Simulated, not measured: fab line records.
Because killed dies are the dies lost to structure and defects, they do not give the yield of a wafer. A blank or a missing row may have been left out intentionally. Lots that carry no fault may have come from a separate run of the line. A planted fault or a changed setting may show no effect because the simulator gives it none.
Struck lot and sound lot, side by side	flow n5_finfet	38 out of 1938 route steps
Sound: the wafers L425.1, L425.2, L425.6. Struck: wafer L431.1 (left out: L431.4, L431.5 of the same lot, which were not struck); the cause appears at the end.
Per side, at each step with rows, come the tool, then ch with its chambers, and then its first start. Under that, the readings that differ: sound wafers	struck wafers	difference of the means	sigmas: that difference in standard deviations of wafers without a fault.
alike: words and numbers the same on both sides, and readings whose means are apart by under 2 such deviations; not compared: readings that were withheld, readings missing a value for some wafer, numbers with overlapping values and no deviation given by the record, and bounds like >300 which may hide the same value.
The two part at a step that has a row with sigmas, a row that says differs or no value, or rows on one side only. When numbers do not overlap yet have no deviation, they are printed without sigmas and do not part them. A reading missing from all wafers of one side parts the sides only when that side holds two or more wafers.

first, 9 steps without rows for these wafers: N5_SDB_COAT_04 (time 60 s, resist thk 18 nm); N5_SDB_COAT_05 (resist thk 90 nm); N5_SDB_EBR_07; N5_SDB_SOFTBAKE_06 (time 60 s); N5_SDB_EXPOSE_08 (exposes mask SDB); N5_SDB_PEB_09 (peb time 60 s); N5_SDB_DEVELOP_10 (develop time 30 s); N5_SDB_DESCUM_16 (chemistry O2, time 7.9 s); N5_SDB_ETCH_17 (etches SiARC in CF4, target depth 23.4 nm, time 39 s).
N5_SDB_ETCH_18: etches SOC in N2/H2, target depth 100 nm, overetch 20 nm, time 150 s.
  sound on rie_diel-04 ch 0,1, day 4 17:10; struck on rie_diel-04 ch 1, day 6 08:26
reading	sound	struck	difference	sigmas
model.etch.depth_nm (nm)	100.1 99.83 100.1	90.95	-9.06	
model.SiARC_of_SDB_COAT_04.thk_nm (nm)	12.8 12.8 12.6	14	+1	
  alike: drypump_motor_current_A, oes_product_au, rf_vpp_V, showerhead_plenum_p_Torr, temp_c, throttle_valve_pct
  not compared: rf_hours_counter_h
then, 26 steps without rows for these wafers: N5_SDB_STRIP_19 (strips in N2/H2); N5_SDB_STRIP_21 (strips in CF4); N5_SDB_HM_OPEN_20 (chemistry CH3F/O2, target SiNx, stops on poly-Si, target depth 24 nm); N5_SDB_STRIP_22 (strips in N2/H2); N5_SDB_PRECLEAN_23 (cleans in dHF, time 30 s); N5_SDB_DUMMY_REMOVE_24 (chemistry TMAH, target poly-Si, stops on SiO2, target depth 142 nm, time 57 s, rinse time 30 s); N5_SDB_ETCH_25 (etches SiO2 in C4F6/O2, target depth 10 nm, time 3.3 s); N5_SDB_CUT_ETCH_26 (etches Si in HBr/Cl2/O2, target depth 129.6 nm, bt time 20 s, time 51.8 s); N5_SDB_PRECLEAN_38 (cleans in dHF, time 10 s); N5_SDB_PRECLEAN_39 (cleans in O3/DIW, time 45 s); N5_SDB_SRD_28 (time 30 s); N5_SDB_ALD_29 (deposits SiNx, target thk 30 nm, pulse time 1 s, ald cycles 600); N5_SDB_CMP_30 (polishes, stops on poly-Si, t overpolish 1.54 s, target thk 30 nm); N5_DUMMY_REMOVAL_HM_STRIP_01 (strips SiNx in CH3F/O2, stops on poly-Si, target depth 4 nm, time 6.8 s); N5_DUMMY_REMOVAL_STRIP_10 (strips in N2/H2, time 40 s); N5_DUMMY_REMOVAL_PRECLEAN_07 (cleans in dHF, time 30 s); N5_DUMMY_REMOVAL_DUMMY_REMOVE_02 (chemistry TMAH, target poly-Si, stops on SiO2, target depth 142 nm, time 57 s, rinse time 30 s); N5_DUMMY_REMOVAL_PRECLEAN_08 (cleans in NF3:NH3, afs cycles 2, time 20 s, sublimation time 60 s); N5_DUMMY_REMOVAL_PRECLEAN_04 (cleans in DHF, time 37 s); N5_DUMMY_REMOVAL_SRD_05 (time 30 s); N5_HKMG_FIN_IL_REGROW_00 (material SiO2, chemistry O3, target thk 0.75 nm, time 30 s); N5_HKMG_FIN_HK_ALD_01 (deposits HfO2, target thk 1.6 nm, pulse time 3 s, purge time 3 s); N5_HKMG_FIN_HK_ANNEAL_02 (time 30 s); N5_HKMG_FIN_ALD_74 (deposits La2O3, target thk 0.5 nm, pulse time 6 s, co reactant pulse time 1 s); N5_HKMG_FIN_ALD_75 (deposits Al2O3, target thk 1 nm, co reactant pulse time 1 s); N5_HKMG_FIN_COAT_41 (time 60 s, resist thk 300 nm).
N5_BEOL_M4_RC_MEAS_101:
  the record has rows for the sound wafers here (prober-02 ch 0, day 8 17:06) and none for the struck ones
-- a jump in the record: the struck wafers' starts before and after are 9 days apart (it breaks off in module BEOL_M4 and resumes in module PASSIVATION, where the first step shown is number 1936 of the route) --
N5_PASSIVATION_PROBE_49:
  record: rows for the struck wafers here (prober-02, day 14 22:00), none for the sound ones

## WHERE THEY PART
Earliest at N5_BEOL_M4_RC_MEAS_101; latest, in this record, at N5_PASSIVATION_PROBE_49.

WHY: whatever the simulator had introduced
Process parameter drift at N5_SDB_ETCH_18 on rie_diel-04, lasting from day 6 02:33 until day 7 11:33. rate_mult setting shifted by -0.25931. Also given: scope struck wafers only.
